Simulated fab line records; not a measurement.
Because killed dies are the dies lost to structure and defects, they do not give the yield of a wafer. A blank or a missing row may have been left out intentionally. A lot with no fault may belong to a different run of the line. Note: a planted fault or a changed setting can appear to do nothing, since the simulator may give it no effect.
The tool behind it: which one? | flow nandHarc | 42 wafers from 14 lots sampled at 4 of the route's 1302 steps

WHAT THE GAUGES READ, wafer by wafer
NHARC_A_ONON_D2_THK_MEAS_02: measures by ellipsometry.
lot  | measured     | on           | thkNm (nm)
L770 | day 12 16:27 | filmMetro-01 | 994 996 993
L771 | day 13 19:56 | filmMetro-01 | 1004 1002 1004
L772 | day 13 14:57 | filmMetro-01 | 1009 1008 1009
L773 | day 13 14:56 | filmMetro-01 | 982 983 981
L779 | day 16 21:54 | filmMetro-01 | 1014 1016 753 1015 1014 753
L781 | day 17 14:20 | filmMetro-01 | 991 992 729 992 991 727
L784 | day 18 22:10 | filmMetro-02 | 998 998 996
L786 | day 19 16:26 | filmMetro-02 | 1006 1004 1006
L787 | day 20 03:37 | filmMetro-02 | 1009 1009 1009
L790 | day 20 22:05 | filmMetro-01 | 1003 1001 1002
L789 | day 21 02:43 | filmMetro-01 | 999 1000 1000
L791 | day 21 11:02 | filmMetro-01 | 1000 1001 1001
L788 | day 21 11:03 | filmMetro-02 | 1012 1013 1013
L792 | day 21 20:11 | filmMetro-01 | 991 991 992

NHARC_END_SORT_01.
lot  | measured     | on        | killedAtArray | killedAtOther | killedAtPeriphery | killedDies | killedOpen | killedShort
L770 | day 25 19:32 | prober-01 | 34 61 36      | 2 2 1         | 3 5 4             | 39 68 41   | 4 2 2      | 0 1 3
L771 | day 26 10:19 | prober-02 | 53 43 40      | 1 0 1         | 2 6 0             | 56 49 41   | 2 7 1      | 1 3 3
L779 | day 28 20:37 | prober-02 | 43 49 671     | 0 1 2         | 8 7 4             | 51 57 677  | 1 5 3      | 1 1 2
L781 | day 29 19:37 | prober-02 | 71 77 675     | 1 0 0         | 1 3 2             | 73 80 677  | 4 4 1      | 2 4 3
L787 | day 32 08:45 | prober-02 | 73 77 69      | 1 0 0         | 5 8 12            | 79 85 81   | 3 4 5      | 0 3 2
L792 | day 33 20:38 | prober-02 | 51 58 55      | 0 0 0         | 2 2 1             | 53 60 56   | 3 7 5      | 6 3 2

WHICH TOOL RAN EACH LOT (tool, then ch and the chambers of the sampled wafers, then the start)
lot  | NHARC_A_CHANNEL_FILL_D1_CMP_10 | NHARC_A_ONON_D2_DEP_00
L770 | cmp-02 ch 0,1,3, day 11 01:06  | pecvdOnon-02 ch 0, day 12 15:59
L771 | cmp-01 ch 1,2,3, day 12 01:23  | pecvdOnon-03 ch 0, day 13 19:25
L772 | cmp-03 ch 0,2,3, day 12 05:02  | pecvdOnon-03 ch 0, day 13 14:26
L773 | cmp-02 ch 0,3, day 12 08:29    | pecvdOnon-02 ch 0, day 13 14:29
L779 | cmp-02 ch 0,1,3, day 15 09:11  | pecvdOnon-02 ch 0, day 16 21:23
L781 | cmp-01 ch 1,2, day 16 00:41    | pecvdOnon-02 ch 0, day 17 13:53
L784 | cmp-01 ch 0,1,2, day 17 14:01  | pecvdOnon-04 ch 0, day 18 21:40
L786 | cmp-01 ch 1,2,3, day 18 03:44  | pecvdOnon-04 ch 0, day 19 15:56
L787 | cmp-01 ch 0,1,3, day 18 15:32  | pecvdOnon-02 ch 0, day 20 03:09
L790 | cmp-02 ch 1,2, day 19 11:46    | pecvdOnon-03 ch 0, day 20 21:34
L789 | cmp-01 ch 2,3, day 19 15:11    | pecvdOnon-02 ch 0, day 21 02:16
L791 | cmp-01 ch 0,1,2, day 19 18:58  | pecvdOnon-04 ch 0, day 21 10:32
L788 | cmp-03 ch 0,1, day 19 22:40    | pecvdOnon-02 ch 0, day 21 10:32
L792 | cmp-02 ch 0,2, day 20 08:47    | pecvdOnon-02 ch 0, day 21 19:41
- NHARC_A_CHANNEL_FILL_D1_CMP_10: polishes, target thk 150 nm.
- NHARC_A_ONON_D2_DEP_00: target thk 1000 nm.

WHAT THE TOOLS THEMSELVES READ (means of the sampled wafers that have a number; where no wafer has one, the mark that the record gives instead)
NHARC_A_CHANNEL_FILL_D1_CMP_10.
lot  | tool   | motorCurrentA (A) | padLifeWafers | slurryFilterDpKPa (kPa) | timeToEndpointS (s)
L770 | cmp-02 | 11.9              | 7             | 13.52                   | 13.9
L771 | cmp-01 | 11.5              | 307           | 13.50                   | 13.4
L772 | cmp-03 | 11.2              | 14            | 13.52                   | 19.1
L773 | cmp-02 | 12.2              | 126           | 13.37                   | 16.0
L779 | cmp-02 | 12.0              | 61            | 13.57                   | 14.4
L781 | cmp-01 | 11.9              | 296           | 13.50                   | 18.4
L784 | cmp-01 | 11.9              | 44            | 13.55                   | 18.7
L786 | cmp-01 | 11.7              | 133           | 13.49                   | 15.5
L787 | cmp-01 | 11.9              | 164           | 13.58                   | 14.1
L790 | cmp-02 | 11.9              | 38            | 13.46                   | 15.8
L789 | cmp-01 | 11.3              | 258           | 13.54                   | 13.6
L791 | cmp-01 | 12.1              | 279           | 13.71                   | 16.4
L788 | cmp-03 | 10.6              | 288           | 13.43                   | 9.6
L792 | cmp-02 | 10.9              | 152           | 13.50                   | 13.1

NHARC_A_ONON_D2_DEP_00.
lot  | tool         | n2FlowSccm (sccm) | sih4FlowSccm (sccm)
L770 | pecvdOnon-02 | 2747              | 210.7
L771 | pecvdOnon-03 | 2762              | 210.1
L772 | pecvdOnon-03 | 2746              | 210.3
L773 | pecvdOnon-02 | 2743              | 210.4
L779 | pecvdOnon-02 | 2755              | 209.9
L781 | pecvdOnon-02 | 2748              | 210.3
L784 | pecvdOnon-04 | 2742              | 209.7
L786 | pecvdOnon-04 | 2733              | 210.2
L787 | pecvdOnon-02 | 2742              | 210.7
L790 | pecvdOnon-03 | 2748              | 209.9
L789 | pecvdOnon-02 | 2748              | 210.7
L791 | pecvdOnon-04 | 2745              | 211.3
L788 | pecvdOnon-02 | 2753              | 210.0
L792 | pecvdOnon-02 | 2746              | 209.6

THE ANSWER, worked out from the rows above alone
Rule: the usual values come from the lots themselves. Put in order of their means at a reading, lots are off if they are a third of the lots or fewer, leave a main group of 4 or more, and stand apart from it by a gap of 3 or more times the standard deviation of the main group's means; of several such gaps the widest counts. If all means in a main group match to the digits the tables above print for the reading, that group is not used. Also off: a lot with no number at a reading for which 4 or more lots have one. Where the step has rows for the other lots, those lots are counted as sound. The gauges are gone through in route order, then the tools' own readings, and for those a lot's mean is taken as printed above. At the first step where some lot is off, the reading lying furthest off is the one used; lots without a number count as furthest.
Off at NHARC_A_ONON_D2_THK_MEAS_02 (thkNm): L779, L781. For the main group the mean is 1001 nm and the standard deviation 8.1.
A tool fits if, at a process step before that reading, it ran every lot that is off, and no sound lot after the first of them. Not tried: the gauges at NHARC_A_ONON_D2_THK_MEAS_02; whatever is off there is also off at NHARC_END_SORT_01, on other tools, and gauge error can't account for it. No candidate that was tried fits.

WHAT WAS PUT IN BY THE SIMULATOR
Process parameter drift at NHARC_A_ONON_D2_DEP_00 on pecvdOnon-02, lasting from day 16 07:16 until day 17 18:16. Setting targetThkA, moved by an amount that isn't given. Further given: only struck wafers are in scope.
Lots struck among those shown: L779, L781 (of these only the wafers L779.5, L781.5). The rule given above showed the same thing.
